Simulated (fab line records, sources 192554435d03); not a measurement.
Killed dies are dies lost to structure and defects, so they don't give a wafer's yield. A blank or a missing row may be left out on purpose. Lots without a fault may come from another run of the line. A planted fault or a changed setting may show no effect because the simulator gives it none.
A struck lot beside a sound one | flow n5_finfet | 14 steps out of a route of 1938
Sound: wafers L702.2, L702.3, L702.5. Struck: wafers L713.1, L713.3, L713.6. The cause comes at the end.
At each step with rows: each side's tool, then ch and its chambers, then its first start. Under that, the readings that differ: sound wafers | struck wafers | difference of the means | sigmas: that difference in standard deviations of wafers without a fault.
alike: readings whose means differ by less than 2 such deviations, and words and numbers that are the same on both sides. not compared: withheld readings, readings that some wafer has no value for, bounds like >300 that may hide the same value, and numbers for which the record gives no deviation and whose values overlap.
The two part at a step that has a row with sigmas, a row that says differs or no value, or rows on one side only. Numbers that don't overlap but have no deviation are shown without sigmas and don't part them. A reading that every wafer of one side lacks parts them only if that side has two wafers or more.

N5_PASSIVATION_STRIP_34: strips in O2.
  sound on rie_diel-04 ch 1,2,3, day 13 03:53; struck on rie_diel-06 ch 0,1,3, day 16 17:03
  alike: drypump_motor_current_A, oes_product_au, rf_vpp_V, showerhead_plenum_p_Torr, throttle_valve_pct
  not compared: rf_hours_counter_h
then, 4 steps without rows for these wafers: N5_PASSIVATION_STRIP_51 (strips in post etch residue remover, time 1200 s); N5_PASSIVATION_CLEAN_69 (cleans in IPA, time 180 s); N5_PASSIVATION_SRD_70 (time 30 s); N5_PASSIVATION_PECVD_53 (deposits SiO2 from TEOS/O2, target thk 800 nm, time 169.4 s).
N5_PASSIVATION_PECVD_35: deposits SiNx from SiH4/NH3/N2, target thk 700 nm, time 151.3 s.
  sound on pecvd-03 ch 0,1,2, day 13 04:29; struck on pecvd-01 ch 0,1,2, day 16 17:40
  alike: heater_power_outer_w, heater_power_w, showerhead_plenum_p_Torr, throttle_valve_pct
then, 6 steps without rows for these wafers: N5_PASSIVATION_HMDS_37 (time 60 s); N5_PASSIVATION_COAT_38; N5_PASSIVATION_EBR_40; N5_PASSIVATION_SOFTBAKE_39 (time 120 s); N5_PASSIVATION_EXPOSE_41 (exposes mask PASS OPEN, defocus 0 nm, target cd 40000 nm); N5_PASSIVATION_PEB_42.
N5_PASSIVATION_DEVELOP_43: develop time 60 s.
  sound on litho_track-01 ch 0, day 13 04:56; struck on litho_track-04, day 16 17:59
  no value came back on the struck wafers for chill_plate_temp_C (C), develop_time_s (s); on the sound wafers chill_plate_temp_C (C) reads 23.06 23.06 23.01
then, 1 step without rows for these wafers: N5_PASSIVATION_HARDBAKE_45 (time 120 s).

WHERE THEY PART
Only at N5_PASSIVATION_DEVELOP_43, within this record.

WHY: what the simulator had put in
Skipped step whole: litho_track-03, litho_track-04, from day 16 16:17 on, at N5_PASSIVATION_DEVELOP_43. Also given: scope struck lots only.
